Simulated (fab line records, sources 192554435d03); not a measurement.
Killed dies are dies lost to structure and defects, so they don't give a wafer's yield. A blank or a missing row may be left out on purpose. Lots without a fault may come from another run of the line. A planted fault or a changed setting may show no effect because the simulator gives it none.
Which tool did it? | flow n5_finfet | 11 lots, 31 wafers sampled, at 5 steps of a route of 1938

WHAT THE GAUGES READ, wafer by wafer
N5_BEOL_M12_CD_MEAS_10: target cd 140 nm.
lot  | measured     | on        | cd_nm (nm)
L390 | day 10 13:29 | cd_sem-03 | 140.8 145.9 143.8
L397 | day 12 11:11 | cd_sem-03 | 138.9 141.5 139.9
L398 | day 12 13:04 | cd_sem-01 | 142.1 139.1 138.6
L396 | day 12 13:30 | cd_sem-03 | 141.1 142.4 139.8
L402 | day 13 19:16 | cd_sem-02 | 142.0 141.3 143.5
L401 | day 13 23:00 | cd_sem-02 | 139.6 137.7 141.4
L403 | day 14 02:32 | cd_sem-02 | 132.5 141.6
L404 | day 14 06:52 | cd_sem-02 | 127.9 138.9
L410 | day 15 18:56 | cd_sem-03 | 140.0 140.3 136.6
L412 | day 16 05:14 | cd_sem-02 | 141.4 142.0 140.2
L413 | day 16 15:17 | cd_sem-01 | 140.9 138.3 141.3

WHICH TOOL RAN EACH LOT (tool, then ch and the chambers of the sampled wafers, then the start)
lot  | N5_BEOL_M11_ETCH_65                | N5_BEOL_M11_CURE_72           | N5_BEOL_M11_SURFACE_TREAT_76 | N5_BEOL_M12_EXPOSE_07
L390 | rie_diel-03 ch 1,2,3, day 10 09:45 | uv_cure-01 ch 2, day 10 10:24 | pvd_sputter-02, day 10 11:44 | krf_scanner-02 ch 0, day 10 13:19
L397 | rie_diel-02 ch 0,2, day 12 06:28   | uv_cure-01 ch 1, day 12 07:08 | pvd_sputter-03, day 12 08:11 | krf_scanner-01 ch 0, day 12 11:01
L398 | rie_diel-04 ch 0,1,3, day 12 08:42 | uv_cure-01 ch 2, day 12 09:28 | pvd_sputter-02, day 12 11:00 | krf_scanner-02 ch 0, day 12 12:55
L396 | rie_diel-03 ch 2,3, day 12 09:07   | uv_cure-02 ch 0, day 12 09:49 | pvd_sputter-01, day 12 11:15 | krf_scanner-02 ch 0, day 12 13:20
L402 | rie_diel-03 ch 0,1,3, day 13 15:24 | uv_cure-01 ch 0, day 13 16:13 | pvd_sputter-03, day 13 17:27 | krf_scanner-01 ch 0, day 13 19:05
L401 | rie_diel-04 ch 1,2,3, day 13 19:37 | uv_cure-03 ch 1, day 13 20:20 | pvd_sputter-02, day 13 21:10 | krf_scanner-01 ch 0, day 13 22:50
L403 | rie_diel-03 ch 1,3, day 13 21:58   | uv_cure-01 ch 0, day 13 22:44 | pvd_sputter-03, day 14 00:47 | krf_scanner-02 ch 0, day 14 02:22
L404 | rie_diel-04 ch 2,3, day 14 01:53   | uv_cure-02 ch 1, day 14 02:36 | pvd_sputter-01, day 14 03:30 | krf_scanner-02 ch 0, day 14 06:42
L410 | rie_diel-04 ch 2,3, day 15 09:23   | uv_cure-02 ch 1, day 15 10:08 | pvd_sputter-03, day 15 11:17 | krf_scanner-01 ch 0, day 15 18:46
L412 | rie_diel-03 ch 0,1,2, day 16 01:10 | uv_cure-02 ch 0, day 16 02:06 | pvd_sputter-03, day 16 03:00 | krf_scanner-01 ch 0, day 16 05:04
L413 | rie_diel-03 ch 1,3, day 16 11:02   | uv_cure-03 ch 2, day 16 11:42 | pvd_sputter-01, day 16 12:41 | krf_scanner-01 ch 0, day 16 15:07
- N5_BEOL_M11_ETCH_65: etches SiARC in CF4, target depth 39 nm, time 65 s.
- N5_BEOL_M11_CURE_72: cures SiCOH lowk, time 120 s.
- N5_BEOL_M11_SURFACE_TREAT_76
- N5_BEOL_M12_EXPOSE_07: exposes mask V11.

THE ANSWER, worked out from the rows above alone
Rule: what is usual is taken from the lots themselves. Put in order of their means at a reading, lots are off if they are a third of the lots or fewer, leave a main group of 4 or more, and stand apart from it by a gap of 3 or more times the standard deviation of the main group's means; of several such gaps the widest counts. A main group whose means are all the same, to the digits that the tables above print for the reading, isn't used. A lot without any number at a reading at which 4 lots or more have one is off too. The other lots that the step has rows for count as sound.
No lot is off at any reading shown: from this, nothing can be told.

WHAT THE SIMULATOR HAD PUT IN
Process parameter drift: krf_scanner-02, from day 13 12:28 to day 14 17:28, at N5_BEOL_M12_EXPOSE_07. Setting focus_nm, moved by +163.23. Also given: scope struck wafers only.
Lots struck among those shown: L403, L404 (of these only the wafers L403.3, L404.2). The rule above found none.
